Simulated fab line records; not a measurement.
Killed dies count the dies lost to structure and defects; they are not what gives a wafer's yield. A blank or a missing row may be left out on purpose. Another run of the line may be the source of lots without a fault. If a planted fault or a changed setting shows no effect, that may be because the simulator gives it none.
fab line records    flow n5_finfet
[record] lots = 9  wafers = 27  last_day = 18
route steps=1938 shown FIN_SAQP@125 BEOL_M4@1111
lots that met no fault: from a run of the same line without faults
start_h: hours from the record's opening day to when the first of the lot's shown wafers began    wait_h: time in hours since the lot's previous step    " repeats the value in the row above    L1.1+2: one row covering several wafers at once    - no value present, or no start provided    * or withheld: withheld    < > ~ a bound
route shown NAME@n: a module of which the file shows steps, and the number in the route of the first    usual: the fault-free wafers' mean and standard deviation    same: alike in all rows    chamber/n: place in a boat    sites: readings site by site    _std_site: standard deviation across them    _edge_site: mean of outer sites minus mean of inner sites    radius_mm: how far each site lies from the wafer's centre    mask NAME#n: copy n    behind: tool/chamber where the wafer was last shaped    hold: why the lot went on hold/how many hours it stayed there/how the hold came to an end    device: names the non-switching transistor (n, p or np)    end of line: tests run on the same wafers once the route is complete    a step given without rows: its recipe and nothing more    killed: not the wafer's yield, but the dies lost to structure and defects at the first sort    map: dies across one wafer; x = killed, . = not, _ = none there
set.NAME: the setting the step ran with; set.NAME@STEP: the setting that earlier step ran with    model.NAME: the simulator's own value behind a step, which no gauge read
one table for each step of the route and one row for each wafer, over a sample of lots
services: from which hour (start_h, from the record's first day; less than 0 if before it) a tool's chamber was out of use, for how many hours, and why
[[steps]]
[step N5_FIN_SAQP_SPACER1_ALD_24]
[recipe] material = SiO2  target_thk_a = 203  temp_c = 300  ald_precursor_family = BDEAS  ald_co_reactant = O2-plasma  pulse_time_s = 1  purge_time_s = 2  co_reactant_purge_time_s = 2  ald_cycles = 218  pressure_torr = 2
[usual] heater_power_w = 466/51  precursor_pulse_height_rel = 1.001/0.019
[same] co_reactant_purge_time_s = 2
lot.wafer  tool        chamber  start_h  wait_h  heater_power_w  precursor_pulse_height_rel
L466.1     ald_sin-01  3        25.85    2.1     458             1.011
L466.4     "           1        "        "       485             0.995
L466.5     "           3        "        "       460             1.033
L468.1     ald_sin-01  0        36.14    0.3     476             1.006
L468.3     "           1        "        "       495             1.002
L468.5     "           0        "        "       451             1.009
L469.1     ald_sin-02  0        47.62    0.3     585             0.985
L469.5     "           0        "        "       586             0.964
L469.6     "           1        "        "       443             1.027
L477.2     ald_sin-01  2        88.35    0.3     436             1.011
L477.5     "           1        "        "       505             1.010
L477.6     "           2        "        "       440             1.024
L480.1     ald_sin-03  2        106.81   0.3     453             0.978
L480.2     "           1        "        "       501             0.997
L480.3     "           3        "        "       426             1.004
L482.1     ald_sin-01  2        118.87   0.3     430             1.022
L482.4     "           1        "        "       495             0.990
L482.5     "           3        "        "       462             1.005
L487.3     ald_sin-02  3        150.16   0.1     368             0.988
L487.5     "           1        "        "       431             0.992
L487.6     "           0        "        "       560             1.018
L488.1     ald_sin-01  1        156.25   0.3     492             0.990
L488.3     "           0        "        "       460             1.032
L488.5     "           3        "        "       459             1.012
L489.2     ald_sin-01  3        160.95   0.3     465             1.032
L489.4     "           0        "        "       463             0.984
L489.6     "           2        "        "       444             0.989
[step N5_FIN_SAQP_MANDREL1_REMOVE_56]
[recipe] chemistry = HBr/Cl2/O2  bt_time_s = 10  target = a-Si  stop_on = SiNx  endpoint = OES-SiCl  over_etch_frac = 1  icp_w = 600  bias_w = 22  HBr_flow_sccm = 150  Cl2_flow_sccm = 80  O2_flow_sccm = 5  pressure_mtorr = 10
[usual] HBr_flow_sccm = 150.0/0.45  drypump_motor_current_A = 6.0/0.37  mfc_cl2_sccm = 79.99/0.25  oes_product_au = 0.990/0.015  throttle_valve_pct = 36.74/0.23
lot.wafer  tool       chamber  start_h  wait_h  HBr_flow_sccm  drypump_motor_current_A  mfc_cl2_sccm  oes_product_au  rf_hours_counter_h  throttle_valve_pct
L466.1     rie_si-02  1        26.69    0.1     149.9          6.4                      80.18         0.989           58                  36.73
L466.4     "          0        "        "       150.0          5.1                      80.32         1.001           109                 36.78
L466.5     "          3        "        "       150.4          5.8                      80.37         0.993           -                   36.81
L468.1     rie_si-01  0        36.94    0.1     150.3          6.1                      79.62         1.000           23                  36.90
L468.3     "          1        "        "       150.0          6.0                      80.06         0.996           6                   36.88
L468.5     "          3        "        "       150.5          6.7                      79.83         0.978           -                   36.35
L469.1     rie_si-05  1        48.81    0.1     148.8          6.0                      80.05         0.970           7                   37.13
L469.5     "          1        "        "       150.2          6.0                      80.19         0.980           -                   37.10
L469.6     "          2        "        "       150.9          6.4                      79.89         1.004           -                   36.66
L477.2     rie_si-05  0        89.15    0.1     150.4          5.7                      79.79         0.979           67                  36.46
L477.5     "          1        "        "       150.3          6.0                      79.76         0.986           -                   37.13
L477.6     "          2        "        "       149.5          6.4                      79.67         1.010           -                   36.63
L480.1     rie_si-05  1        107.65   0.1     149.2          6.0                      80.12         0.991           8                   37.13
L480.2     "          2        "        "       150.2          6.4                      80.36         1.014           61                  36.64
L480.3     "          3        "        "       149.5          5.8                      80.08         0.981           159                 36.69
L482.1     rie_si-05  2        119.67   0.1     149.3          6.4                      80.46         1.015           61                  36.64
L482.4     "          0        "        "       150.2          5.7                      79.76         0.960           67                  36.48
L482.5     "          3        "        "       151.0          5.8                      79.73         0.979           -                   36.71
L487.3     rie_si-02  2        150.98   0.1     149.8          5.7                      79.99         0.974           40                  36.93
L487.5     "          0        "        "       149.7          5.1                      80.01         1.011           -                   36.78
L487.6     "          3        "        "       149.8          5.8                      79.93         0.980           -                   36.80
L488.1     rie_si-01  2        157.27   0.1     150.4          5.9                      80.36         0.995           163                 36.41
L488.3     "          0        "        "       149.8          6.0                      79.68         1.008           26                  36.92
L488.5     "          1        "        "       150.3          6.0                      79.83         1.011           -                   36.88
L489.2     rie_si-01  3        161.83   0.1     149.5          6.7                      80.09         0.988           8                   36.35
L489.4     "          0        "        "       150.0          6.0                      79.99         1.005           26                  36.90
L489.6     "          0        "        "       149.6          6.1                      79.83         1.016           -                   36.89
[step N5_FIN_SAQP_SPACER2_ETCHBACK_29]
[recipe] chemistry = CHF3/O2  mode = anisotropic_etchback  target = SiO2  target_depth_a = 122  time_s = 6.1  pressure_mtorr = 30  source_w = 650  bias_w = 170  Ar_flow_sccm = 200  CHF3_flow_sccm = 50  O2_flow_sccm = 5  ion_energy_ev = 200
[usual] drypump_motor_current_A = 5.8/0.41  oes_product_au = 0.80/0.08  rf_vpp_V = 525/3.9  showerhead_plenum_p_Torr = 2.43/0.069  throttle_valve_pct = 18.94/0.27
lot.wafer  tool         chamber  start_h  wait_h  drypump_motor_current_A  oes_product_au  rf_hours_counter_h  rf_vpp_V  showerhead_plenum_p_Torr  throttle_valve_pct
L466.1     rie_diel-03  1        29.57    0.2     5.8                      0.70            231                 515       2.29                      18.88
L466.4     "            2        "        "       5.6                      0.88            48                  530       2.55                      18.93
L466.5     "            3        "        "       5.1                      0.75            -                   522       2.31                      19.02
L468.1     rie_diel-01  0        39.48    0.2     5.4                      0.67            255                 527       2.38                      19.54
L468.3     "            3        "        "       6.1                      0.68            223                 523       2.37                      18.78
L468.5     "            1        "        "       5.5                      0.87            -                   523       2.44                      18.45
L469.1     rie_diel-03  1        51.20    0.3     5.8                      0.69            240                 514       2.29                      18.90
L469.5     "            0        "        "       6.0                      0.75            -                   527       2.50                      19.13
L469.6     "            3        "        "       5.1                      0.74            -                   521       2.31                      19.03
L477.2     rie_diel-06  2        91.43    0.2     6.9                      0.78            145                 528       2.42                      19.35
L477.5     "            2        "        "       6.8                      0.77            -                   528       2.42                      19.31
L477.6     "            1        "        "       5.8                      0.86            -                   522       2.35                      19.09
L480.1     rie_diel-01  0        109.82   0.2     5.5                      0.96            6                   527       2.37                      19.15
L480.2     "            2        "        "       5.9                      0.75            160                 529       2.50                      19.05
L480.3     "            1        "        "       5.5                      0.85            81                  522       2.44                      18.47
L482.1     rie_diel-06  2        121.13   0.2     6.8                      0.76            156                 529       2.41                      19.34
L482.4     "            0        "        "       5.8                      0.77            118                 523       2.43                      18.97
L482.5     "            2        "        "       6.8                      0.77            -                   529       2.41                      19.34
L487.3     rie_diel-03  3        152.54   0.2     5.1                      0.70            211                 520       2.30                      19.08
L487.5     "            2        "        "       5.6                      0.80            -                   528       2.53                      19.03
L487.6     "            1        "        "       5.8                      0.90            -                   523       2.56                      18.58
L488.1     rie_diel-01  2        158.76   0.2     5.9                      0.72            182                 531       2.50                      19.08
L488.3     "            0        "        "       5.5                      0.90            27                  527       2.37                      19.18
L488.5     "            0        "        "       5.5                      0.91            -                   525       2.37                      19.19
L489.2     rie_diel-06  3        163.38   0.2     5.4                      0.85            80                  528       2.44                      18.74
L489.4     "            0        "        "       5.8                      0.77            -                   525       2.42                      18.98
L489.6     "            3        "        "       5.4                      0.85            -                   529       2.44                      18.74
[step N5_FIN_SAQP_ETCH_34]
[recipe] chemistry = C4F6/O2  target = SiO2  target_depth_a = 450  time_s = 15  ion_energy_ev = 250  pressure_mtorr = 30  source_w = 345  bias_w = 185  Ar_flow_sccm = 300  C4F6_flow_sccm = 10  O2_flow_sccm = 10  ends = cleared
[usual] drypump_motor_current_A = 5.8/0.43  etch_rf_on_time_s = 14.94/0.22  oes_f_703_au = 0.81/0.075  oes_o_777_au = 0.81/0.074  oes_product_au = 0.70/0.066  rf_fwd_power_W = 336.5/0.97  rf_vpp_V = 667/5.4  showerhead_plenum_p_Torr = 2.87/0.09  throttle_valve_pct = 21.15/0.24
lot.wafer  tool         chamber  start_h  wait_h  drypump_motor_current_A  etch_rf_on_time_s  oes_f_703_au  oes_o_777_au  oes_product_au  rf_fwd_power_W  rf_hours_counter_h  rf_vpp_V  showerhead_plenum_p_Torr  throttle_valve_pct
L466.1     rie_diel-06  2        30.02    0.0     6.8                      14.92              0.80          0.79          0.68            338.5           124                 671       2.87                      21.50
L466.4     "            0        "        "       5.7                      14.89              0.81          0.82          0.70            335.8           84                  665       2.88                      21.06
L466.5     "            2        "        "       6.8                      14.93              0.79          0.79          0.68            336.3           -                   671       2.87                      21.51
L468.1     rie_diel-06  0        39.79    0.0     5.8                      14.82              0.81          0.82          0.70            336.2           88                  663       2.88                      21.07
L468.3     "            3        "        "       5.4                      14.51              0.92          0.91          0.79            335.5           34                  671       2.91                      20.86
L468.5     "            3        "        "       5.4                      14.54              0.92          0.91          0.79            336.7           -                   672       2.91                      20.85
L469.1     rie_diel-03  0        51.53    0.0     6.0                      14.84              0.76          0.76          0.64            335.0           173                 670       2.95                      21.31
L469.5     "            1        "        "       5.8                      15.33              0.69          0.69          0.59            336.2           -                   654       2.70                      21.04
L469.6     "            2        "        "       5.7                      14.77              0.86          0.87          0.74            336.6           -                   672       3.00                      21.14
L477.2     rie_diel-06  0        91.91    0.0     5.8                      16.56              0.56          0.60          0.64            253.6           109                 766       2.87                      21.06
L477.5     "            2        "        "       6.8                      15.06              0.77          0.77          0.66            336.2           -                   671       2.86                      21.52
L477.6     "            3        "        "       5.4                      14.66              0.89          0.88          0.76            335.6           -                   672       2.90                      20.88
L480.1     rie_diel-06  0        110.13   0.0     5.8                      16.82              0.56          0.59          0.63            253.1           114                 764       2.87                      21.08
L480.2     "            2        "        "       6.8                      15.12              0.77          0.76          0.65            335.8           152                 672       2.86                      21.55
L480.3     "            3        "        "       5.4                      14.79              0.88          0.87          0.75            335.5           61                  672       2.89                      20.89
L482.1     rie_diel-01  0        121.77   0.0     5.5                      14.84              0.91          0.91          0.80            336.7           10                  669       2.80                      21.39
L482.4     "            2        "        "       5.8                      14.93              0.75          0.75          0.64            338.1           165                 675       2.96                      21.23
L482.5     "            3        "        "       6.1                      15.17              0.67          0.66          0.57            335.9           -                   666       2.79                      20.92
L487.3     rie_diel-01  2        152.85   0.0     5.9                      14.98              0.74          0.74          0.63            336.6           179                 674       2.95                      21.28
L487.5     "            1        "        "       5.5                      14.82              0.83          0.84          0.70            336.5           -                   663       2.87                      20.66
L487.6     "            2        "        "       5.9                      14.97              0.74          0.74          0.63            336.0           -                   675       2.95                      21.26
L488.1     rie_diel-03  0        159.08   0.0     6.0                      15.28              0.73          0.74          0.61            335.5           214                 671       2.93                      21.37
L488.3     "            2        "        "       5.7                      14.88              0.80          0.82          0.69            336.1           100                 671       2.98                      21.21
L488.5     "            0        "        "       6.0                      15.23              0.73          0.73          0.61            336.2           -                   670       2.93                      21.38
L489.2     rie_diel-03  2        163.70   0.0     5.6                      14.97              0.81          0.81          0.69            336.5           101                 672       2.98                      21.18
L489.4     "            1        "        "       5.8                      15.12              0.89          0.89          0.77            338.5           29                  664       3.02                      20.77
L489.6     "            2        "        "       5.6                      15.00              0.80          0.81          0.70            334.6           -                   671       2.98                      21.20
[step N5_BEOL_M4_RC_MEAS_101]
[usual] DIBL_N = 36.3/1.2  DIBL_P = 36.3/1.4  IOFF_N = 0.157/0.02  IOFF_P = 0.22/0.033  ION_N = 675/9.6  ION_P = 465/8.2  SS_N = 71.4/0.45  SS_P = 73.3/0.54  VT_N = 249.8/2.5  VT_P = -249/3.2
lot.wafer  tool       chamber  start_h  wait_h  DIBL_N[mV/V]  DIBL_P[mV/V]  IOFF_N[nA/um]  IOFF_P[nA/um]  ION_N[uA/um]  ION_P[uA/um]  SS_N[mV/dec]  SS_P[mV/dec]  VT_N[mV]  VT_P[mV]
L466.1     prober-01  0        170.35   0.0     37.2          38.5          0.169          0.23           681           466           71.4          72.8          246.2     -249
L466.4     "          0        "        "       36.6          37.3          0.150          0.21           676           467           71.6          72.7          249.8     -251
L466.5     "          0        "        "       35.3          36.4          0.137          0.20           661           457           71.5          73.0          251.9     -252
L468.1     prober-01  0        187.88   0.0     34.6          34.8          0.128          0.16           665           455           71.2          72.0          251.3     -256
L468.3     "          0        "        "       35.1          34.9          0.132          0.17           662           453           71.7          72.3          251.7     -253
L468.5     "          0        "        "       35.3          35.1          0.137          0.17           668           455           71.2          71.9          253.9     -254
L469.1     prober-01  0        215.64   0.0     36.5          35.2          0.145          0.20           677           465           71.7          73.1          253.5     -251
L469.5     "          0        "        "       37.5          37.4          0.176          0.24           690           477           71.7          73.4          246.0     -247
L469.6     "          0        "        "       36.6          34.6          0.138          0.19           674           460           71.2          73.4          252.7     -251
L477.2     prober-01  0        263.83   0.2     37.4          38.5          0.178          0.21           681           462           72.0          73.6          248.4     -253
L477.5     "          0        "        "       36.5          36.9          0.157          0.18           669           459           71.7          73.1          249.4     -253
L477.6     "          0        "        "       36.8          36.2          0.153          0.18           665           451           72.0          73.3          250.3     -254
L482.1     prober-02  0        274.00   0.0     36.0          35.9          0.160          0.20           683           463           71.2          73.4          249.9     -250
L482.4     "          0        "        "       36.0          36.1          0.152          0.20           672           461           71.7          72.8          249.2     -252
L482.5     "          0        "        "       36.0          36.1          0.159          0.20           685           463           71.2          72.5          248.5     -251
L480.1     prober-02  0        276.89   0.0     37.1          37.0          0.157          0.22           666           459           71.5          74.1          250.0     -249
L480.2     "          0        "        "       36.4          36.4          0.154          0.21           671           457           72.1          73.0          252.0     -251
L480.3     "          0        "        "       34.7          34.0          0.120          0.18           660           453           70.6          73.4          254.0     -253
L488.1     prober-01  0        307.20   0.0     35.7          36.1          0.147          0.25           673           469           71.2          73.3          249.2     -246
L488.3     "          0        "        "       37.4          37.9          0.182          0.28           675           473           71.5          74.0          246.1     -245
L488.5     "          0        "        "       36.5          36.6          0.170          0.26           667           464           71.8          73.9          247.4     -246
L487.3     prober-02  0        315.34   0.3     37.2          37.3          0.186          0.26           691           481           71.4          74.0          247.1     -246
L487.5     "          0        "        "       37.1          36.7          0.174          0.25           683           473           71.6          74.1          249.6     -247
L487.6     "          0        "        "       35.9          34.6          0.154          0.22           689           474           70.7          73.9          253.2     -250
L489.2     prober-02  0        331.82   0.2     38.2          39.2          0.187          0.29           688           471           71.6          74.1          249.0     -242
L489.4     "          0        "        "       34.8          34.9          0.119          0.20           665           470           70.4          72.6          251.8     -248
L489.6     "          0        "        "       39.5          40.7          0.208          0.34           685           478           71.7          74.1          247.2     -243
[[services]]
tool         chamber  start_h  hours  kind
ald_sin-01   0        9.39     -      clean
ald_sin-01   1        9.39     -      clean
ald_sin-01   2        9.39     -      clean
ald_sin-01   3        9.39     -      clean
rie_si-05    2        11.51    2.9    repair
ald_sin-01   -        16.84    1.0    repair
rie_diel-01  0        22.00    9.5    repair
ald_sin-01   3        23.75    1.8    repair
rie_si-05    3        27.70    10.3   repair
rie_diel-06  2        33.40    8.3    repair
rie_diel-01  -        36.17    0.3    repair
rie_diel-01  -        42.23    28.1   pm
rie_si-05    1        50.76    3.5    repair
ald_sin-01   -        52.18    6.0    pm
rie_diel-03  3        57.16    4.1    repair
rie_si-01    1        62.65    3.2    repair
rie_diel-03  -        65.58    0.2    repair
rie_diel-03  1        71.21    -      clean
rie_diel-03  1        71.21    -      consumable_replace:focus_ring
ald_sin-02   -        85.25    14.0   pm
ald_sin-01   3        89.03    4.4    repair
rie_si-05    0        104.99   4.3    repair
rie_diel-01  3        105.15   7.8    repair
rie_si-02    2        134.57   9.6    repair
[[key]]
[first_sign] step = N5_FIN_SAQP_ETCH_34  reading = rf_fwd_power_W  direction = down  sigmas = 86  usual = *  struck = *
[effect] step = N5_FIN_SAQP_ETCH_34  reading = rf_vpp_V  direction = up  sigmas = 18  usual = 667  struck = 765
met_at N5_FIN_SAQP_ETCH_34
struck_lots L477,L480
struck_wafers L477.2,L480.1
not_acting_at N5_FIN_SAQP_SPACER1_ALD_24,N5_FIN_SAQP_MANDREL1_REMOVE_56,N5_FIN_SAQP_SPACER2_ETCHBACK_29
onset_between 39.79 91.91
[fault] kind = process_parameter_drift  tool = rie_diel-06  chamber = 0  onset_h = 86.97  steps = N5_FIN_SAQP_ETCH_34  channel = source_w  offset = -82.8  shape = step  end_h = 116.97  acts_in = these_recipes_only  stated = 345
